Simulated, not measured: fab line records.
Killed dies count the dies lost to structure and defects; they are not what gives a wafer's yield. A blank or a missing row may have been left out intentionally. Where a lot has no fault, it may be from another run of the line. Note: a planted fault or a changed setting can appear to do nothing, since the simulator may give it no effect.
fab line records	flow n5-finfet
record: lots: 10	wafers: 28	last-day: 17
route steps=1938 shown MOL_CONTACT_COAG@630 BEOL_M0_SAQP@654 BEOL_M4@1111 PASSIVATION@1936
lots with no fault: from the same line, run without faults
start-h: the number of hours between the record's first day and the start of the first shown wafer of the lot	wait-h: hours since the lot's step before	" identical to the entry in the row above	L1.1+2: several wafers, shown together as one row	- no value, or no start was given	* or withheld: withheld	< > ~ a bound
route shown NAME@n: a module of which the file shows steps, and the number in the route of the first	usual: the fault-free wafers' mean and standard deviation	same: alike in all rows	chamber/n: place in a boat	sites: each site's reading	_std_site: how widely they spread, as a standard deviation	_edge_site: mean of outer sites minus mean of inner sites	radius-mm: for every site, how far away it sits from the centre of the wafer	mask NAME#n: copy n	behind: tool/chamber where the wafer was last shaped	hold: why the lot was held/for how many hours/how that ended	device: names the non-switching transistor (n, p or np)	end of line: the same wafers' tests at the end of the route	a step with no rows: only its recipe	killed: dies lost to structure and defects at the first sort, not the wafer's yield	map: the dies of a wafer, with x for killed, . for not killed, _ for no die there
set.NAME: the setting the step ran with; set.NAME@STEP: the setting that earlier step ran with	model.NAME: the simulator's own value behind a step, which no gauge read
steps of the route over a sample of lots; a table a step, a row a wafer
services: a tool's chamber out of use, with start hour (start-h, from the record's first day; less than 0 if before it), hours out, and reason
== steps ==
step: N5_MOL_CONTACT_COAG_INSPECT_97
recipe: inspect-instrument: darkfield	mode: post-anneal
usual: raw-defect-count: 43/19
lot.wafer	tool	chamber	start-h	wait-h	raw-defect-count
L173.3	defect-inspect-02	-	127.82	0.1	56
L173.4	"	-	"	"	57
L173.6	"	-	"	"	36
L174.2	defect-inspect-02	-	130.81	0.1	31
L174.4	"	-	"	"	23
L174.5	"	-	"	"	39
L175.3	defect-inspect-01	-	135.78	0.1	43
L175.4	"	-	"	"	25
L175.6	"	-	"	"	34
L177.1	defect-inspect-02	-	149.35	0.0	76
L177.2	"	-	"	"	49
L177.5	"	-	"	"	50
L186.2	defect-inspect-02	-	202.13	0.0	26
L186.3	"	-	"	"	50
L187.1	defect-inspect-02	-	210.74	0.0	16
L187.3	"	-	"	"	34
L188.2	defect-inspect-02	-	219.64	0.0	45
L188.5	"	-	"	"	44
L188.6	"	-	"	"	46
L189.1	defect-inspect-02	-	222.63	0.0	41
L189.2	"	-	"	"	48
L189.3	"	-	"	"	61
L191.2	defect-inspect-02	-	230.74	0.0	52
L191.4	"	-	"	"	24
L191.5	"	-	"	"	28
L192.1	defect-inspect-01	-	236.76	0.0	49
L192.2	"	-	"	"	50
L192.4	"	-	"	"	52
step: N5_BEOL_M0_SAQP_ETCH_84
recipe: chemistry: N2/H2	target: SOC	target-depth-a: 1000	overetch-a: 200	mask-material: SiARC	temp-c: 40	time-s: 150	ion-energy-ev: 200	pressure-mtorr: 30	source-w: 840	bias-w: 150	n2-flow-sccm: 200	h2-flow-sccm: 200
usual: drypump-motor-current-A: 5.7/0.38	oes-product-au: 0.71/0.069	rf-vpp-V: 524.2/2.6	run-length-s: 173.2/0.44	showerhead-plenum-p-Torr: 2.55/0.091	throttle-valve-pct: 17.7/0.32
lot.wafer	tool	chamber	start-h	wait-h	drypump-motor-current-A	oes-product-au	rf-hours-counter-h	rf-vpp-V	run-length-s	showerhead-plenum-p-Torr	throttle-valve-pct
L173.3	rie-diel-06	2	129.18	0.0	5.2	0.65	194	523.5	173.0	2.53	18.1
L173.4	"	0	"	"	5.8	0.83	23	522.7	172.8	2.48	17.6
L173.6	"	3	"	"	5.3	0.77	-	528.0	173.2	2.68	17.7
L174.2	rie-diel-06	3	134.84	0.0	5.3	0.77	51	528.4	172.9	2.68	17.7
L174.4	"	1	"	"	5.9	0.79	29	525.7	173.8	2.58	17.3
L174.5	"	3	"	"	5.3	0.77	-	529.4	172.8	2.68	17.7
L175.3	rie-diel-01	2	137.20	0.0	6.1	0.63	204	519.8	173.7	2.41	17.9
L175.4	"	0	"	"	5.2	0.66	162	525.8	172.9	2.65	18.0
L175.6	"	0	"	"	5.2	0.66	-	528.5	173.4	2.65	18.0
L177.1	rie-diel-03	1	151.55	0.0	6.0	0.73	78	526.2	172.9	2.69	17.3
L177.2	"	0	"	"	5.2	0.75	58	529.3	172.5	2.70	17.5
L177.5	"	1	"	"	6.0	0.73	-	527.8	173.0	2.69	17.3
L186.2	rie-diel-06	0	204.52	0.0	5.8	0.80	44	522.0	172.7	2.47	17.6
L186.3	"	1	"	"	5.9	0.74	49	526.1	183.6	2.57	17.3
L187.1	rie-diel-06	3	212.67	0.0	5.3	0.75	73	525.6	173.0	2.67	17.8
L187.3	"	0	"	"	5.8	0.77	47	524.0	182.9	2.47	17.6
L188.2	rie-diel-01	1	222.42	0.0	5.9	0.64	207	523.5	173.3	2.52	17.6
L188.5	"	1	"	"	5.9	0.64	-	523.3	173.6	2.52	17.7
L188.6	"	0	"	"	5.2	0.64	-	527.4	173.5	2.64	18.0
L189.1	rie-diel-01	2	224.12	0.0	6.1	0.62	231	519.9	174.3	2.40	17.9
L189.2	"	1	"	"	5.8	0.64	207	522.9	173.1	2.52	17.7
L189.3	"	0	"	"	5.2	0.65	187	525.3	172.9	2.64	18.0
L191.2	rie-diel-01	2	232.37	0.0	6.1	0.62	234	519.7	174.0	2.40	17.9
L191.4	"	3	"	"	6.2	0.78	62	521.5	173.3	2.47	17.5
L191.5	"	0	"	"	5.2	0.64	-	527.1	172.9	2.64	18.0
L192.1	rie-diel-01	1	238.34	0.0	5.9	0.63	213	522.6	173.0	2.51	17.7
L192.2	"	0	"	"	5.1	0.64	192	526.3	173.3	2.64	18.0
L192.4	"	3	"	"	6.2	0.78	64	523.6	172.9	2.47	17.5
step: N5_BEOL_M0_SAQP_MANDREL1_REMOVE_100
recipe: chemistry: HBr/Cl2/O2	bt-time-s: 10	target: a-Si	stop-on: SiNx	endpoint: OES-SiCl	over-etch-frac: 0.85	icp-w: 600	bias-w: 30	HBr_flow_sccm: 150	Cl2_flow_sccm: 80	O2_flow_sccm: 5	pressure-mtorr: 10
usual: drypump-motor-current-A: 5.7/0.5	oes-product-au: 1.004/0.016	throttle-valve-pct: 36.7/0.33
lot.wafer	tool	chamber	start-h	wait-h	drypump-motor-current-A	oes-product-au	rf-hours-counter-h	throttle-valve-pct
L173.3	rie-si-02	0	130.55	0.1	6.1	0.976	6	36.9
L173.4	"	1	"	"	5.8	0.999	164	36.6
L173.6	"	3	"	"	6.5	1.027	-	36.8
L174.2	rie-si-05	2	136.24	0.1	6.2	1.013	59	36.9
L174.4	"	0	"	"	5.2	0.993	-	36.6
L174.5	"	1	"	"	4.9	1.027	-	36.6
L175.3	rie-si-05	1	139.08	0.1	4.9	1.015	1	36.5
L175.4	"	0	"	"	5.2	0.997	-	36.6
L175.6	"	1	"	"	4.9	1.012	-	36.6
L177.1	rie-si-06	2	152.91	0.1	5.8	1.007	7	36.2
L177.2	"	0	"	"	5.8	1.016	1	36.1
L177.5	"	3	"	"	6.0	1.018	-	37.0
L186.2	rie-si-06	2	206.36	0.1	5.8	1.009	8	36.2
L186.3	"	1	"	"	4.9	1.018	107	36.7
L187.1	rie-si-06	2	214.04	0.1	5.7	1.007	8	36.2
L187.3	"	3	"	"	6.1	1.013	5	37.0
L188.2	rie-si-02	3	225.51	0.1	6.4	1.017	90	36.8
L188.5	"	1	"	"	5.8	0.987	-	36.6
L188.6	"	0	"	"	6.2	0.972	-	36.9
L189.1	rie-si-05	3	226.56	0.1	6.5	0.984	1	36.7
L189.2	"	2	"	"	6.2	1.004	61	36.9
L189.3	"	1	"	"	4.9	1.016	2	36.6
L191.2	rie-si-05	1	233.83	0.1	4.9	1.020	3	36.6
L191.4	"	3	"	"	6.5	0.997	1	36.8
L191.5	"	3	"	"	6.5	0.986	-	36.8
L192.1	rie-si-02	1	239.83	0.1	5.8	1.001	166	36.6
L192.2	"	3	"	"	6.4	1.021	91	36.8
L192.4	"	0	"	"	6.1	0.981	7	36.9
step: N5_BEOL_M0_SAQP_CD_MEAS_25
recipe: target-cd-nm: 13.1	landing-energy-ev: 1000	detector: se-inlens
usual: cd-nm: 12.78/0.22
same: landing-energy-ev: 1000
lot.wafer	tool	chamber	start-h	wait-h	cd-nm
L173.3	cd-sem-01	0	130.66	0.1	12.58
L173.4	"	0	"	"	12.93
L173.6	"	0	"	"	12.68
L174.2	cd-sem-03	0	136.35	0.1	12.99
L174.4	"	0	"	"	13.08
L174.5	"	0	"	"	12.68
L175.3	cd-sem-03	0	139.19	0.1	12.84
L175.4	"	0	"	"	12.95
L175.6	"	0	"	"	12.68
L177.1	cd-sem-01	0	153.02	0.1	12.76
L177.2	"	0	"	"	12.80
L177.5	"	0	"	"	12.87
L186.2	cd-sem-02	0	206.47	0.1	12.59
L186.3	"	0	"	"	12.93
L187.1	cd-sem-03	0	214.15	0.1	13.25
L187.3	"	0	"	"	12.52
L188.2	cd-sem-02	0	225.62	0.1	12.70
L188.5	"	0	"	"	12.90
L188.6	"	0	"	"	12.71
L189.1	cd-sem-01	0	226.67	0.1	12.73
L189.2	"	0	"	"	13.03
L189.3	"	0	"	"	12.76
L191.2	cd-sem-02	0	233.94	0.1	12.63
L191.4	"	0	"	"	12.60
L191.5	"	0	"	"	12.65
L192.1	cd-sem-01	0	239.94	0.1	13.20
L192.2	"	0	"	"	12.57
L192.4	"	0	"	"	12.50
step: N5_BEOL_M4_RC_MEAS_101
usual: DIBL_N: 36.9/1.7	DIBL_P: 36.7/2.1	IOFF_N: 0.17/0.032	IOFF_P: 0.22/0.036	ION_N: 674/12	ION_P: 461/7	SS_N: 71.7/0.6	SS_P: 73.4/0.67	VT_N: 249/3.1	VT_P: -250/3.2
lot.wafer	tool	chamber	start-h	wait-h	DIBL_N[mV/V]	DIBL_P[mV/V]	IOFF_N[nA/um]	IOFF_P[nA/um]	ION_N[uA/um]	ION_P[uA/um]	SS_N[mV/dec]	SS_P[mV/dec]	VT_N[mV]	VT_P[mV]
L173.3	prober-02	0	182.21	0.3	32.8	32.8	0.12	0.17	660	454	70.6	72.8	255	-252
L173.4	"	0	"	"	35.9	35.1	0.16	0.20	663	454	71.8	72.8	250	-252
L173.6	"	0	"	"	34.4	32.9	0.14	0.17	652	446	71.6	72.2	252	-251
L174.2	prober-02	0	195.54	0.2	37.5	38.3	0.17	0.21	668	460	71.6	73.6	250	-252
L174.4	"	0	"	"	40.4	42.5	0.24	0.28	691	463	72.7	75.5	242	-248
L174.5	"	0	"	"	37.1	38.5	0.16	0.21	678	461	72.3	73.6	250	-251
L175.3	prober-02	0	197.64	0.4	38.0	40.4	0.20	0.27	687	469	72.1	73.6	244	-246
L175.4	"	0	"	"	35.7	36.3	0.16	0.20	670	464	71.7	72.8	248	-251
L175.6	"	0	"	"	37.3	39.3	0.18	0.26	671	463	72.3	73.7	248	-248
L177.1	prober-01	0	200.16	0.0	36.3	36.9	0.17	0.23	685	471	71.0	73.6	245	-246
L177.2	"	0	"	"	35.7	35.5	0.14	0.21	662	460	71.5	73.7	250	-250
L177.5	"	0	"	"	37.0	37.6	0.17	0.25	676	467	71.1	72.9	248	-246
L186.2	prober-01	0	253.01	0.2	36.7	36.8	0.14	0.19	664	454	71.6	73.0	251	-253
L186.3	"	0	"	"	37.6	36.9	0.18	0.19	671	455	72.4	72.8	248	-251
L187.1	prober-02	0	270.93	0.0	38.5	38.0	0.19	0.24	676	466	71.9	73.7	248	-249
L187.3	"	0	"	"	35.0	34.8	0.13	0.20	654	458	71.2	72.8	252	-252
L188.2	prober-02	0	279.27	0.2	36.3	35.0	0.17	0.26	681	470	71.5	72.7	247	-245
L188.5	"	0	"	"	34.8	33.8	0.13	0.23	668	469	71.8	72.6	254	-245
L188.6	"	0	"	"	37.2	35.8	0.18	0.26	681	471	71.3	73.8	247	-245
L189.1	prober-01	0	285.93	0.0	37.1	37.7	0.17	0.27	679	465	72.8	73.5	248	-245
L189.2	"	0	"	"	36.4	35.5	0.15	0.22	668	461	71.0	73.3	252	-245
L189.3	"	0	"	"	38.0	38.3	0.21	0.28	702	472	73.2	74.1	244	-245
L191.2	prober-02	0	293.19	0.2	35.5	34.9	0.14	0.19	673	462	72.0	73.8	254	-250
L191.4	"	0	"	"	32.0	30.8	0.10	0.14	651	452	69.8	72.5	255	-255
L191.5	"	0	"	"	35.6	34.9	0.14	0.20	667	462	71.3	73.7	255	-251
L192.1	prober-02	0	295.20	0.0	37.5	38.7	0.20	0.28	681	473	72.4	74.4	244	-247
L192.2	"	0	"	"	38.9	40.3	0.23	0.30	696	471	72.0	74.2	245	-243
L192.4	"	0	"	"	35.0	35.1	0.14	0.22	660	468	71.2	73.2	251	-249
step: N5_PASSIVATION_PROBE_49
usual: defect-limited-yield: 91.7/1.5	killed_at_M0_to_M3: 32/9.6	killed_at_M4_up: 13/5.3	killed-at-contacts: 12/6.8	killed-at-front-end: 36/9.8	killed-at-other: 4/3.1	killed-dies: 98/17	killed-open: 65/13	killed-short: 32/8.5	sort_bin_5_function: 4.9/0.93	sort_bin_6_memory: 3.2/0.67	sort-n-pass: 1082/17	sort-yield-pct: 91.7/1.4
same: gross-dies: 1180	killed-at-back-side: 0	sort_bin_4_leakage[%]: 0	sort_bin_8_speed[%]: 0
lot.wafer	tool	chamber	start-h	wait-h	defect-limited-yield[%]	killed_at_M0_to_M3	killed_at_M4_up	killed-at-contacts	killed-at-front-end	killed-at-other	killed-dies	killed-open	killed-short	sort_bin_5_function[%]	sort_bin_6_memory[%]	sort-n-pass	sort-yield-pct[%]
L186.2	prober-01	-	362.13	0.1	91.8	33	16	21	25	2	97	61	34	4.3	3.6	1083	91.8
killed by level:class
L186.2 MOL_CONTACT_COAG:geometric-particle:open=13 BEOL_M0_SAQP:geometric-particle:short=10 BEOL_M4:geometric-particle:open=9 MOL_CONTACT_COAG:geometric-particle:short=8 BEOL_M0_SAQP:geometric-particle:open=8 BEOL_M3:geometric-particle:open=7 STI_FIN_REVEAL:geometric-particle:open=5 GATE_CUT:geometric-particle:short=4
== services ==
tool	chamber	start-h	hours	kind
rie-diel-06	1	108.93	13.4	repair
rie-si-06	-	114.91	0.5	repair
rie-si-05	3	122.15	2.2	repair
rie-si-02	-	123.01	1.8	repair
rie-si-05	3	124.44	-	clean
rie-si-05	3	124.44	25.8	scheduled-down
rie-si-05	3	124.44	25.8	vent-cycle
rie-diel-06	0	191.26	3.2	repair
rie-diel-03	0	195.40	6.6	repair
rie-diel-06	1	206.40	12.2	repair
rie-diel-06	-	215.37	0.3	repair
rie-si-06	-	217.52	0.3	repair
rie-diel-03	3	218.34	1.6	repair
rie-diel-03	-	218.39	7.2	repair
rie-diel-03	3	231.56	-	clean
rie-diel-03	3	231.56	-	consumable-replace:focus-ring
rie-diel-03	3	231.56	15.0	scheduled-down
rie-diel-03	3	231.56	15.0	vent-cycle
== key ==
first-sign: step: N5_BEOL_M0_SAQP_ETCH_84	reading: run-length-s	direction: up	sigmas: 23	usual: *	struck: *
effect none on later readings
met-at N5_BEOL_M0_SAQP_ETCH_84
struck-lots L186,L187
struck-wafers L186.3,L187.3
not-acting-at N5_MOL_CONTACT_COAG_INSPECT_97,N5_BEOL_M0_SAQP_MANDREL1_REMOVE_100,N5_BEOL_M0_SAQP_CD_MEAS_25
onset-between 134.84 204.52
fault: kind: process-parameter-drift	tool: rie-diel-06	chamber: -	onset-h: 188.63	steps: N5_BEOL_M0_SAQP_ETCH_84	channel: time-s	offset: *	shape: step	end-h: 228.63	scope: struck-wafers-only	acts-in: *	stated: *
